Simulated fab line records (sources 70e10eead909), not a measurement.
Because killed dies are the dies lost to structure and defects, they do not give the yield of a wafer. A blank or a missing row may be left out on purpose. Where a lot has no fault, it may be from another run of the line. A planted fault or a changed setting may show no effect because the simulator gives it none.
fab line records + flow nand-harc
record:
- lots: 6
- wafers: 18
- last-day: 33
route steps=1302 shown THIN_TSV@1282 END@1302
lots with no fault: from the same line, run without faults
start-h: the number of hours between the record's first day and the start of the first shown wafer of the lot + wait-h: hours elapsed since this lot's preceding step + " the same as in the row above + L1.1+2: one row covering several wafers at once + - no value, or no start was given + * or withheld: withheld + < > ~ a bound
route shown NAME@n: a module of which the file shows steps, and the number in the route of the first + usual: mean/standard deviation of fault-free wafers + same: alike in all rows + chamber/n: place in a boat + sites: the reading at each site + _std_site: the standard deviation of these + _edge_site: inner sites' mean taken away from outer sites' mean + radius-mm: for every site, how far away it sits from the centre of the wafer + mask NAME#n: copy n + behind: tool/chamber where the wafer was last shaped + hold: why the lot was held/for how many hours/how that ended + device: whichever transistor did not switch (one of n, p or np) + end of line: the route-end tests of the same wafers + where a step has no rows: the recipe by itself + killed: not the wafer's yield, but the dies lost to structure and defects at the first sort + map: shows each die of a wafer: x if killed, . if not, _ if none is there
set.NAME: the run value of the setting; set.NAME@STEP: its run value at that earlier step + model.NAME: the simulator's own value behind a step, which no gauge read
lots at some steps of the route; a table a step, a row a wafer
services: the hour from which a tool's chamber was out of use, counted from the record's first day as start-h (under 0 if before that day), plus the number of hours and why
== steps ==
step: NHARC_THIN_TSV_PVD_24
recipe:
- target-thk-a: 8000
- power-w: withheld
- chamber-pressure-pa: withheld
- substrate-temp-c: withheld
- time-s: withheld
- gas: Ar
- material: Al
step: NHARC_THIN_TSV_DEHYDRATE_25
recipe:
- temp-c: 150
- time-s: 120
step: NHARC_THIN_TSV_HMDS_26
recipe:
- time-s: 30
step: NHARC_THIN_TSV_COAT_27
recipe:
- spin-rpm: *
step: NHARC_THIN_TSV_SOFTBAKE_28
recipe:
- temp-c: 122
- time-s: 95
step: NHARC_THIN_TSV_EBR_29
step: NHARC_THIN_TSV_EXPOSE_30
recipe:
- na: 0.55
- dose-mj: 11.47
- mask-id: PAD
step: NHARC_THIN_TSV_PEB_31
recipe:
- peb-temp-c: 118
- peb-time-s: 85
step: NHARC_THIN_TSV_DEVELOP_32
recipe:
- time-s: 70
step: NHARC_THIN_TSV_CD_MEAS_33
recipe:
- target-cd-nm: 5000
- landing-energy-ev: 500
usual:
- cd-nm: 4999.9/1.6
| lot.wafer | tool      | chamber | start-h | wait-h | cd-nm  |
|-----------|-----------|---------|---------|--------|--------|
| L307.1    | cd-sem-03 | 0       | 573.58  | -      | 4998.8 |
| L307.3    | "         | 0       | "       | "      | 4998.4 |
| L307.6    | "         | 0       | "       | "      | 4998.8 |
| L316.1    | cd-sem-01 | 0       | 647.41  | -      | 4998.1 |
| L316.3    | "         | 0       | "       | "      | 4997.5 |
| L316.4    | "         | 0       | "       | "      | 4999.0 |
| L315.1    | cd-sem-01 | 0       | 661.02  | -      | 5000.2 |
| L315.3    | "         | 0       | "       | "      | 4998.1 |
| L315.4    | "         | 0       | "       | "      | 4999.9 |
| L324.3    | cd-sem-02 | 0       | 740.43  | -      | 5002.5 |
| L324.4    | "         | 0       | "       | "      | 5000.8 |
| L324.5    | "         | 0       | "       | "      | 5000.9 |
| L325.1    | cd-sem-02 | 0       | 767.19  | -      | 4996.6 |
| L325.3    | "         | 0       | "       | "      | 4999.2 |
| L325.6    | "         | 0       | "       | "      | 4996.5 |
| L326.1    | cd-sem-01 | 0       | 786.09  | -      | 4999.4 |
| L326.5    | "         | 0       | "       | "      | 4999.3 |
| L326.6    | "         | 0       | "       | "      | 4998.4 |
step: NHARC_THIN_TSV_HARDBAKE_34
recipe:
- temp-c: 125
- time-s: 80
step: NHARC_THIN_TSV_DESCUM_35
recipe:
- time-s: 3
- o2-flow-sccm: 200
- ar-flow-sccm: 0
- bias-power-w: 0
- chemistry: O2
usual:
- drypump-motor-current-A: 5.6/0.41
- o2-flow-sccm: 200.0/0.6
- oes-product-au: 1.002/0.0062
- rf-vpp-V: 57.8/0.94
- showerhead-plenum-p-Torr: 1.93/0.08
- throttle-valve-pct: 11.311/0.0087
| lot.wafer | tool        | chamber | start-h | wait-h | drypump-motor-current-A | o2-flow-sccm | oes-product-au | rf-hours-counter-h | rf-vpp-V | showerhead-plenum-p-Torr | throttle-valve-pct |
|-----------|-------------|---------|---------|--------|-------------------------|--------------|----------------|--------------------|----------|--------------------------|--------------------|
| L307.3    | rie-diel-07 | 2       | 573.74  | -      | 5.4                     | 199.2        | 0.996          | 6                  | 57.5     | 2.01                     | 11.314             |
| L307.1    | "           | 3       | "       | "      | 5.7                     | 199.8        | 0.998          | 6                  | 57.7     | 1.93                     | 11.300             |
| L307.6    | "           | 3       | "       | "      | 5.6                     | 200.2        | 0.984          | -                  | 58.2     | 1.93                     | 11.291             |
| L316.1    | rie-diel-07 | 2       | 647.57  | -      | 5.4                     | 200.2        | 1.003          | 11                 | 57.6     | 2.01                     | 11.307             |
| L316.3    | "           | 0       | "       | "      | 5.5                     | 199.4        | 1.015          | 10                 | 57.5     | 1.98                     | 11.302             |
| L316.4    | "           | 1       | "       | "      | 6.2                     | 200.4        | 1.003          | 10                 | 57.5     | 1.88                     | 11.321             |
| L315.1    | rie-diel-05 | 0       | 661.18  | -      | 5.5                     | 200.6        | 0.990          | 4                  | 58.1     | 2.00                     | 11.309             |
| L315.3    | "           | 2       | "       | "      | 5.6                     | 200.7        | 1.006          | 4                  | 58.9     | 2.06                     | 11.308             |
| L315.4    | "           | 1       | "       | "      | 6.0                     | 200.2        | 1.004          | -                  | 57.1     | 1.90                     | 11.326             |
| L324.4    | rie-diel-06 | 0       | 740.60  | -      | 5.0                     | 199.5        | 1.007          | 3                  | 57.1     | 1.94                     | 11.315             |
| L324.3    | "           | 1       | "       | "      | 4.7                     | 198.9        | 0.996          | 4                  | 58.1     | 2.01                     | 11.318             |
| L324.5    | "           | 0       | "       | "      | 5.0                     | 200.9        | 1.003          | -                  | 56.7     | 1.94                     | 11.302             |
| L325.3    | rie-diel-06 | 2       | 767.35  | -      | 6.1                     | 201.8        | 1.006          | 5                  | 58.9     | 1.79                     | 11.306             |
| L325.1    | "           | 1       | "       | "      | 4.7                     | 200.5        | 1.010          | 5                  | 56.8     | 2.01                     | 11.301             |
| L325.6    | "           | 2       | "       | "      | 6.1                     | 201.2        | 1.004          | -                  | 58.8     | 1.79                     | 11.308             |
| L326.1    | rie-diel-07 | 2       | 786.28  | -      | 5.4                     | 200.5        | 1.004          | 9                  | 57.4     | 2.01                     | 11.311             |
| L326.6    | "           | 0       | "       | "      | 5.5                     | 199.7        | 1.011          | -                  | 57.6     | 1.97                     | 11.289             |
| L326.5    | "           | 1       | "       | "      | 6.2                     | 200.5        | 1.014          | -                  | 58.8     | 1.88                     | 11.312             |
step: NHARC_THIN_TSV_ETCH_59
recipe:
- target-depth-a: 8800
- icp-w: 900
- bias-w: 100
- Cl2_flow_sccm: 60
- bcl3-flow-sccm: 30
- time-s: 138.1
- chemistry: Cl2/BCl3
usual:
- drypump-motor-current-A: 6.0/0.47
- he-backside-leak-sccm: 3.28/0.19
- oes-product-au: 1.001/0.0064
- throttle-valve-pct: 22.264/0.0092
| lot.wafer | tool         | chamber | start-h | wait-h | drypump-motor-current-A | he-backside-leak-sccm | oes-product-au | rf-hours-counter-h | throttle-valve-pct |
|-----------|--------------|---------|---------|--------|-------------------------|-----------------------|----------------|--------------------|--------------------|
| L307.1    | rie-metal-01 | 1       | 573.86  | 0.1    | 6.3                     | 3.71                  | 1.004          | 3.0                | 22.252             |
| L307.3    | "            | 1       | "       | "      | 6.3                     | 3.68                  | 0.996          | -                  | 22.259             |
| L307.6    | "            | 1       | "       | "      | 6.3                     | 3.64                  | 1.009          | -                  | 22.280             |
| L316.1    | rie-metal-01 | 1       | 647.70  | 0.1    | 6.3                     | 3.39                  | 1.280          | 1.2                | 22.260             |
| L316.3    | "            | 1       | "       | "      | 6.3                     | 3.44                  | 1.276          | -                  | 22.253             |
| L316.4    | "            | 0       | "       | "      | 6.1                     | 3.39                  | 1.266          | -                  | 22.279             |
| L315.1    | rie-metal-01 | 1       | 661.37  | 0.2    | 6.4                     | 3.51                  | 1.268          | 1.6                | 22.254             |
| L315.4    | "            | 0       | "       | "      | 6.1                     | 3.30                  | 1.256          | -                  | 22.269             |
| L315.3    | "            | 1       | "       | "      | 6.3                     | 3.28                  | 1.265          | -                  | 22.270             |
| L324.3    | rie-metal-03 | 0       | 740.78  | 0.2    | 5.1                     | 3.26                  | 1.011          | -                  | 22.263             |
| L324.4    | "            | 1       | "       | "      | 6.1                     | 3.04                  | 0.998          | -                  | 22.254             |
| L324.5    | "            | 1       | "       | "      | 6.1                     | 3.09                  | 1.007          | -                  | 22.256             |
| L325.1    | rie-metal-02 | 0       | 767.52  | 0.1    | 6.6                     | 3.42                  | 0.999          | 2.1                | 22.265             |
| L325.3    | "            | 0       | "       | "      | 6.6                     | 3.45                  | 0.997          | -                  | 22.276             |
| L325.6    | "            | 0       | "       | "      | 6.6                     | 3.33                  | 0.991          | -                  | 22.263             |
| L326.1    | rie-metal-01 | 0       | 786.41  | 0.1    | 6.1                     | 3.32                  | 0.993          | 0.3                | 22.258             |
| L326.5    | "            | 1       | "       | "      | 6.3                     | 3.55                  | 1.006          | -                  | 22.253             |
| L326.6    | "            | 0       | "       | "      | 6.1                     | 3.32                  | 1.003          | -                  | 22.245             |
step: NHARC_THIN_TSV_ETCH_36
recipe:
- target-depth-a: 650
- over-etch-frac: 0.3
- time-s: 18.571
- ion-energy-ev: 150
- chemistry: Cl2/BCl3
usual:
- drypump-motor-current-A: 6.0/0.47
- he-backside-leak-sccm: 3.32/0.22
- oes-product-au: 1.001/0.0069
| lot.wafer | tool         | chamber | start-h | wait-h | drypump-motor-current-A | he-backside-leak-sccm | oes-product-au | rf-hours-counter-h |
|-----------|--------------|---------|---------|--------|-------------------------|-----------------------|----------------|--------------------|
| L307.1    | rie-metal-01 | 1       | 574.12  | 0.2    | 6.3                     | 3.49                  | 0.994          | 3.2                |
| L307.3    | "            | 1       | "       | "      | 6.3                     | 3.39                  | 0.994          | -                  |
| L307.6    | "            | 1       | "       | "      | 6.3                     | 3.71                  | 0.997          | -                  |
| L316.1    | rie-metal-01 | 0       | 647.96  | 0.2    | 6.1                     | 3.93                  | 0.992          | 1.3                |
| L316.3    | "            | 0       | "       | "      | 6.1                     | 3.39                  | 0.996          | -                  |
| L316.4    | "            | 1       | "       | "      | 6.3                     | 3.42                  | 0.994          | -                  |
| L315.1    | rie-metal-01 | 0       | 661.60  | 0.2    | 6.2                     | 3.39                  | 1.007          | 1.8                |
| L315.4    | "            | 1       | "       | "      | 6.3                     | 3.37                  | 0.991          | -                  |
| L315.3    | "            | 0       | "       | "      | 6.2                     | 3.29                  | 1.002          | -                  |
| L324.3    | rie-metal-03 | 1       | 740.98  | 0.2    | 6.0                     | 3.14                  | 0.998          | -                  |
| L324.4    | "            | 0       | "       | "      | 5.1                     | 3.40                  | 0.999          | -                  |
| L324.5    | "            | 1       | "       | "      | 6.0                     | 3.11                  | 0.997          | -                  |
| L325.1    | rie-metal-02 | 0       | 767.74  | 0.2    | 6.5                     | 3.26                  | 0.998          | 2.3                |
| L325.3    | "            | 1       | "       | "      | 5.5                     | 3.11                  | 1.007          | -                  |
| L325.6    | "            | 1       | "       | "      | 5.6                     | 3.02                  | 1.005          | -                  |
| L326.1    | rie-metal-01 | 1       | 786.64  | 0.2    | 6.3                     | 3.49                  | 1.006          | 0.5                |
| L326.6    | "            | 0       | "       | "      | 6.1                     | 3.51                  | 1.008          | -                  |
| L326.5    | "            | 1       | "       | "      | 6.3                     | 3.49                  | 0.994          | -                  |
step: NHARC_THIN_TSV_STRIP_56
recipe:
- power-w: 1500
- temp-c: 250
- chemistry: O2
usual:
- drypump-motor-current-A: 5.9/0.49
- heater-power-w: 337/34
- rf-refl-power-W: 28/8.4
| lot.wafer | tool            | chamber | start-h | wait-h | drypump-motor-current-A | heater-power-w | rf-hours-counter-h | rf-refl-power-W |
|-----------|-----------------|---------|---------|--------|-------------------------|----------------|--------------------|-----------------|
| L307.1    | plasma-asher-02 | 1       | 574.22  | 0.1    | 5.7                     | 348            | 32                 | 43              |
| L307.3    | "               | 0       | "       | "      | 6.2                     | 375            | -                  | 23              |
| L307.6    | "               | 0       | "       | "      | 6.3                     | 386            | -                  | 23              |
| L316.1    | plasma-asher-02 | 0       | 648.11  | 0.1    | 6.2                     | 359            | 8                  | 22              |
| L316.4    | "               | 1       | "       | "      | 5.7                     | 355            | -                  | 42              |
| L316.3    | "               | 0       | "       | "      | 6.2                     | 358            | -                  | 22              |
| L315.1    | plasma-asher-01 | 1       | 661.69  | 0.1    | 5.2                     | 370            | 25                 | 21              |
| L315.3    | "               | 1       | "       | "      | 5.2                     | 370            | -                  | 21              |
| L315.4    | "               | 0       | "       | "      | 6.4                     | 283            | -                  | 28              |
| L324.4    | plasma-asher-01 | 1       | 741.16  | 0.2    | 5.2                     | 338            | -                  | 20              |
| L324.3    | "               | 0       | "       | "      | 6.4                     | 288            | -                  | 27              |
| L324.5    | "               | 1       | "       | "      | 5.2                     | 348            | -                  | 21              |
| L325.1    | plasma-asher-01 | 1       | 767.88  | 0.1    | 5.2                     | 349            | 12                 | -               |
| L325.3    | "               | 1       | "       | "      | 5.2                     | 341            | -                  | -               |
| L325.6    | "               | 0       | "       | "      | 6.4                     | 292            | -                  | -               |
| L326.1    | plasma-asher-01 | 0       | 788.09  | 1.4    | 6.4                     | 291            | 17                 | 28              |
| L326.5    | "               | 1       | "       | "      | 5.2                     | 342            | -                  | 21              |
| L326.6    | "               | 0       | "       | "      | 6.4                     | 297            | -                  | 28              |
step: NHARC_THIN_TSV_STRIP_57
recipe:
- time-s: 1200
- temp-c: 72.5
- chemistry: post-etch-residue-remover
step: NHARC_THIN_TSV_CD_MEAS_37
usual:
- cd-nm: 4999.5/2.2
| lot.wafer | tool      | chamber | start-h | wait-h | cd-nm  |
|-----------|-----------|---------|---------|--------|--------|
| L307.1    | cd-sem-01 | -       | 575.02  | -      | 4998.9 |
| L307.3    | "         | -       | "       | "      | 5000.2 |
| L307.6    | "         | -       | "       | "      | 4999.6 |
| L316.1    | cd-sem-02 | -       | 648.85  | -      | 4982.3 |
| L316.3    | "         | -       | "       | "      | 4982.3 |
| L316.4    | "         | -       | "       | "      | 4984.4 |
| L315.1    | cd-sem-03 | -       | 662.50  | -      | 4983.0 |
| L315.3    | "         | -       | "       | "      | 4982.5 |
| L315.4    | "         | -       | "       | "      | 4985.1 |
| L324.3    | cd-sem-02 | -       | 741.87  | -      | 5001.4 |
| L324.4    | "         | -       | "       | "      | 5001.3 |
| L324.5    | "         | -       | "       | "      | 4999.9 |
| L325.1    | cd-sem-01 | -       | 768.63  | -      | 4997.6 |
| L325.3    | "         | -       | "       | "      | 4999.2 |
| L325.6    | "         | -       | "       | "      | 4998.3 |
| L326.1    | cd-sem-01 | -       | 788.84  | -      | 4999.5 |
| L326.5    | "         | -       | "       | "      | 4998.4 |
| L326.6    | "         | -       | "       | "      | 4999.9 |
step: NHARC_THIN_TSV_ANNEAL_58
recipe:
- temp-c: 400
- time-s: 1800
step: NHARC_END_SORT_01
recipe:
- temp-c: 25
usual:
- defect-limited-yield: 90/3.3
- killed-at-array: 61/22
- killed-at-other: 0.8/1
- killed-at-periphery: 3.8/2.3
- killed-dies: 66/22
- killed-open: 3.2/1.9
- killed-short: 2.8/1.8
same:
- gross-dies: 677
| lot.wafer | tool      | chamber | start-h | wait-h | defect-limited-yield[%] | killed-at-array | killed-at-other | killed-at-periphery | killed-dies | killed-open | killed-short |
|-----------|-----------|---------|---------|--------|-------------------------|-----------------|-----------------|---------------------|-------------|-------------|--------------|
| L316.1    | prober-02 | 0       | 658.06  | 2.5    | 91                      | 55              | 1               | 3                   | 59          | 4           | 4            |
| L316.3    | prober-02 | 0       | 659.67  | 3.1    | 91                      | 62              | 0               | 1                   | 63          | 7           | 6            |
| L316.4    | prober-02 | 0       | 660.47  | 3.4    | 91                      | 54              | 0               | 5                   | 59          | 4           | 2            |
| L315.1    | prober-01 | 0       | 670.16  | 2.5    | 89                      | 73              | 0               | 4                   | 77          | 2           | 1            |
| L315.3    | prober-01 | 0       | 671.74  | 3.1    | 88                      | 76              | 0               | 6                   | 82          | 3           | 3            |
| L315.4    | prober-01 | 0       | 672.53  | 3.4    | 90                      | 60              | 2               | 5                   | 67          | 3           | 1            |
| L324.3    | prober-01 | 0       | 754.04  | 3.1    | 92                      | 45              | 1               | 5                   | 51          | 2           | 3            |
| L324.4    | prober-01 | 0       | 754.85  | 3.4    | 89                      | 70              | 2               | 3                   | 75          | 3           | 4            |
| L324.5    | prober-01 | 0       | 755.66  | 3.7    | 93                      | 41              | 3               | 3                   | 47          | 3           | 1            |
| L326.1    | prober-02 | 0       | 798.73  | 2.5    | 90                      | 64              | 1               | 2                   | 67          | 3           | 1            |
| L326.5    | prober-02 | 0       | 801.91  | 3.7    | 94                      | 40              | 0               | 3                   | 43          | 1           | 2            |
| L326.6    | prober-02 | 0       | 802.70  | 4.0    | 92                      | 53              | 0               | 1                   | 54          | 1           | 1            |
killed by level:class
L316.1 A_SLIT:chamber-film-flake=25 A_CHANNEL_HOLE_D1:chamber-film-flake=8 A_CONTACT:chamber-film-flake=5 A_CONTACT:geometric-particle:open=2 P_ZERO_WELL:chamber-film-flake=2 A_ZERO_WELL:chamber-film-flake=2 A_CHANNEL_HOLE_D2:chamber-film-flake=2 A_M1:chamber-film-flake=2
L316.3 A_SLIT:chamber-film-flake=24 A_CHANNEL_HOLE_D1:chamber-film-flake=7 A_ZERO_WELL:chamber-film-flake=5 A_CONTACT:chamber-film-flake=4 A_CHANNEL_FILL_D2:geometric-particle:open=3 A_STAIRCASE:chamber-film-flake=3 A_CHANNEL_FILL_D1:geometric-particle:short=2 A_ONON_D2:geometric-particle:short=2
L316.4 A_SLIT:chamber-film-flake=31 A_CHANNEL_HOLE_D1:chamber-film-flake=4 A_ZERO_WELL:chamber-film-flake=3 A_CONTACT:chamber-film-flake=3 A_M1:chamber-film-flake=3 A_M0:geometric-particle:open=2 P_ZERO_WELL:chamber-film-flake=2 A_STAIRCASE:chamber-film-flake=2
L315.1 A_CHANNEL_HOLE_D1:chamber-film-flake=44 A_SLIT:chamber-film-flake=17 A_CHANNEL_HOLE_D2:chamber-film-flake=7 P_M0:geometric-particle:open=1 P_M1:geometric-particle:open=1 A_WL_FILL:geometric-particle:short=1 P_ZERO_WELL:chamber-film-flake=1 P_CONTACT:chamber-film-flake=1
L315.3 A_CHANNEL_HOLE_D1:chamber-film-flake=28 A_SLIT:chamber-film-flake=27 A_CHANNEL_HOLE_D2:chamber-film-flake=14 P_CONTACT:chamber-film-flake=3 P_M0:geometric-particle:short=2 A_ZERO_WELL:chamber-film-flake=2 P_M0:geometric-particle:open=1 A_CHANNEL_HOLE_D1:geometric-particle:open=1
L315.4 A_CHANNEL_HOLE_D1:chamber-film-flake=29 A_CHANNEL_HOLE_D2:chamber-film-flake=12 A_SLIT:chamber-film-flake=12 P_CONTACT:chamber-film-flake=3 A_CONTACT:chamber-film-flake=2 P_CONTACT:geometric-particle:short=1 P_M0:geometric-particle:open=1 A_CHANNEL_FILL_D2:geometric-particle:open=1
L324.3 A_CHANNEL_HOLE_D2:chamber-film-flake=22 A_CHANNEL_HOLE_D1:chamber-film-flake=11 A_SLIT:chamber-film-flake=7 P_GATE:chamber-film-flake=3 P_M0:geometric-particle:open=1 A_ONON_D1:geometric-particle:short=1 A_ONON_D1:geometric-particle:open=1 A_CHANNEL_HOLE_D2:geometric-particle:short=1
L324.4 A_SLIT:chamber-film-flake=33 A_CHANNEL_HOLE_D1:chamber-film-flake=13 A_CHANNEL_HOLE_D2:chamber-film-flake=10 A_STAIRCASE:chamber-film-flake=4 A_CONTACT:chamber-film-flake=4 A_CHANNEL_FILL_D2:geometric-particle:open=2 THIN_TSV:chamber-film-flake=2 P_GATE:geometric-particle:open=1
L324.5 A_SLIT:chamber-film-flake=20 A_CHANNEL_HOLE_D2:chamber-film-flake=12 A_CHANNEL_HOLE_D1:chamber-film-flake=5 THIN_TSV:chamber-film-flake=3 P_CONTACT:geometric-particle:open=1 A_ONON_D1:geometric-particle:open=1 A_DECK1_JOINT:geometric-particle:short=1 A_DECK1_JOINT:geometric-particle:open=1
L326.1 A_SLIT:chamber-film-flake=32 A_CHANNEL_HOLE_D1:chamber-film-flake=16 A_SGD_CUT:chamber-film-flake=5 A_CONTACT:chamber-film-flake=5 A_CHANNEL_HOLE_D2:chamber-film-flake=3 A_CHANNEL_FILL_D1:geometric-particle:open=2 P_M0:geometric-particle:open=1 A_ONON_D1:geometric-particle:short=1
L326.5 A_SLIT:chamber-film-flake=19 A_CHANNEL_HOLE_D1:chamber-film-flake=8 A_CONTACT:chamber-film-flake=5 A_SGD_CUT:chamber-film-flake=4 P_STI:chamber-film-flake=2 A_CHANNEL_FILL_D2:chamber-film-flake=2 P_CONTACT:geometric-particle:open=1 A_ONON_D1:geometric-particle:short=1
L326.6 A_SLIT:chamber-film-flake=27 A_CHANNEL_HOLE_D1:chamber-film-flake=12 A_CONTACT:chamber-film-flake=5 A_SGD_CUT:chamber-film-flake=3 A_SGD_CUT:geometric-particle:short=1 A_CONTACT:geometric-particle:open=1 P_STI:chamber-film-flake=1 A_DECK1_JOINT:chamber-film-flake=1
== services ==
| tool            | chamber | start-h | hours | kind   |
|-----------------|---------|---------|-------|--------|
| plasma-asher-01 | -       | 558.47  | 2.8   | repair |
| rie-metal-01    | -       | 575.00  | 9.0   | pm     |
| rie-metal-02    | 0       | 582.52  | 21.5  | repair |
| rie-diel-05     | -       | 583.66  | 9.0   | pm     |
| plasma-asher-02 | -       | 603.00  | 9.0   | pm     |
| rie-diel-06     | 0       | 618.94  | 59.3  | repair |
| rie-metal-02    | -       | 631.00  | 9.0   | pm     |
| rie-diel-07     | -       | 648.30  | 9.0   | pm     |
| rie-diel-05     | 3       | 653.22  | 13.8  | repair |
| rie-diel-06     | -       | 661.20  | 9.0   | pm     |
| rie-diel-07     | 3       | 693.65  | 4.0   | repair |
| plasma-asher-01 | -       | 696.00  | 9.0   | pm     |
| rie-metal-03    | -       | 696.00  | 9.0   | pm     |
| rie-diel-05     | 3       | 708.86  | 11.9  | repair |
| plasma-asher-02 | -       | 711.87  | 0.3   | repair |
| rie-diel-07     | 1       | 726.32  | 4.3   | repair |
| rie-diel-05     | -       | 731.33  | 0.1   | repair |
| rie-diel-07     | 1       | 739.38  | 25.7  | repair |
| rie-metal-01    | -       | 752.00  | 9.0   | pm     |
| plasma-asher-01 | -       | 758.31  | 1.6   | repair |
| rie-diel-05     | -       | 760.67  | 9.0   | pm     |
| rie-metal-03    | 1       | 774.23  | 8.2   | repair |
| plasma-asher-02 | -       | 780.00  | 9.0   | pm     |
| plasma-asher-01 | -       | 785.12  | 2.6   | repair |
== key ==
first-sign:
- step: NHARC_THIN_TSV_ETCH_59
- reading: oes-product-au
- direction: up
- sigmas: 42
- usual: 1.001
- struck: 1.268
effect:
- step: NHARC_THIN_TSV_CD_MEAS_37
- reading: cd-nm
- direction: down
- sigmas: 7.5
- usual: 4999.5
- struck: 4983.3
met-at NHARC_THIN_TSV_ETCH_59
struck-wafers L315.1,L315.3,L315.4,L316.1,L316.3,L316.4
onset-between 573.86 647.70
fault:
- kind: process-parameter-drift
- tool: rie-metal-01
- chamber: -
- onset-h: 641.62
- steps: NHARC_THIN_TSV_ETCH_59
- channel: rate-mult
- offset: 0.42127
- shape: step
- end-h: 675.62
